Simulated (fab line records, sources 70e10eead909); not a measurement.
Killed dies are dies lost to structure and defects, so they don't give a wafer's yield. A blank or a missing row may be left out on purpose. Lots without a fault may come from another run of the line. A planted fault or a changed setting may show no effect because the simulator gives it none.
Chamber matching | flow nand_harc | NHARC_A_BLC_DESCUM_15 on rie_diel-06: 4 sister chambers
The step chemistry O2, time 3 s. 33 wafers are shown with their chamber, then 12 later ones without.

WAFERS WITH THEIR CHAMBER
wafer  | chamber | showerhead_plenum_p_Torr (Torr) | drypump_motor_current_A (A) | rf_vpp_V (V)
L075.2 | 3       | 2.02                            | 5.8                         | 60.0
L075.4 | 0       | 1.97                            | 5.5                         | 58.6
L075.6 | 3       | 2.02                            | 5.9                         | 58.4
L074.1 | 2       | 1.78                            | 5.0                         | 58.0
L074.2 | 3       | 2.02                            | 5.9                         | 59.0
L074.3 | 1       | 2.04                            | 5.6                         | 57.6
L074.4 | 0       | 1.97                            | 5.5                         | 59.0
L074.5 | 2       | 1.78                            | 5.0                         | 56.5
L074.6 | 3       | 2.01                            | 5.8                         | 59.2
L077.4 | 3       | 2.01                            | 5.8                         | 57.1
L077.5 | 3       | 2.01                            | 5.9                         | 59.5
L077.6 | 0       | 1.97                            | 5.5                         | 58.3
L077.1 | 2       | 1.78                            | 5.0                         | 57.7
L077.2 | 0       | 1.97                            | 5.5                         | 59.2
L077.3 | 1       | 2.04                            | 5.6                         | 59.5
L081.2 | 1       | 2.04                            | 5.6                         | 57.5
L081.3 | 0       | 1.97                            | 5.5                         | 58.3
L081.5 | 1       | 2.04                            | 5.6                         | 57.6
L084.1 | 3       | 2.01                            | 5.9                         | 58.8
L084.3 | 1       | 2.04                            | 5.6                         | 58.8
L084.6 | 0       | 1.97                            | 5.5                         | 56.3
L083.1 | 2       | 1.78                            | 5.0                         | 58.4
L083.5 | 1       | 2.04                            | 5.6                         | 58.5
L083.6 | 0       | 1.97                            | 5.5                         | 57.8
L088.2 | 3       | 2.01                            | 5.9                         | 59.3
L088.4 | 2       | 1.78                            | 5.0                         | 57.0
L088.5 | 0       | 1.97                            | 5.5                         | 58.4
L089.1 | 2       | 1.78                            | 5.0                         | 56.1
L089.3 | 1       | 2.04                            | 5.6                         | 58.4
L089.6 | 3       | 2.01                            | 5.8                         | 57.4
L094.2 | 3       | 2.01                            | 5.8                         | 59.3
L094.4 | 2       | 1.78                            | 5.0                         | 56.3
L094.6 | 2       | 1.78                            | 5.0                         | 57.9

SIGNATURES (means of the wafers above)
reading                  | chamber 0 | chamber 1 | chamber 2 | chamber 3 | scatter within a chamber
showerhead_plenum_p_Torr | 1.9700    | 2.0400    | 1.7800    | 2.0130    | 0.00269
drypump_motor_current_A  | 5.500     | 5.600     | 5.000     | 5.850     | 0.0294
rf_vpp_V                 | 58.237    | 58.271    | 57.237    | 58.800    | 0.87
Rule: a wafer's distance from a chamber is the root of the sum, over the readings, of the square of ((its reading less the chamber's mean) divided by the reading's scatter). The wafer belongs to the nearest chamber; if the next one is less than 2 further off, it can't be placed. The scatter: the root of (the sum of the squares of (reading less its chamber's mean) over the shown wafers, divided by (wafers less chambers)).

WAFERS WITHOUT THEIR CHAMBER
wafer  | showerhead_plenum_p_Torr (Torr) | drypump_motor_current_A (A) | rf_vpp_V (V)
L092.3 | 2.01                            | 5.9                         | 57.5
L092.5 | 1.97                            | 5.4                         | 58.0
L092.6 | 2.01                            | 5.9                         | 58.0
L092.1 | 1.78                            | 5.0                         | 58.0
L092.2 | 1.97                            | 5.5                         | 58.5
L092.4 | 2.04                            | 5.6                         | 57.1
L095.2 | 2.04                            | 5.6                         | 56.6
L095.4 | 1.78                            | 5.0                         | 57.3
L095.5 | 2.01                            | 5.9                         | 58.2
L097.2 | 2.01                            | 5.9                         | 57.6
L097.3 | 2.04                            | 5.6                         | 55.9
L097.4 | 1.78                            | 5.0                         | 57.8

WHICH CHAMBER EACH WENT THROUGH
wafer  | from the rows above | in truth
L092.3 | 3                   | 3
L092.5 | 0                   | 0
L092.6 | 3                   | 3
L092.1 | 2                   | 2
L092.2 | 0                   | 0
L092.4 | 1                   | 1
L095.2 | 1                   | 1
L095.4 | 2                   | 2
L095.5 | 3                   | 3
L097.2 | 3                   | 3
L097.3 | 1                   | 1
L097.4 | 2                   | 2
Placed correctly: 12 of 12. Can't be placed from these rows: 0. Placed wrongly: 0.
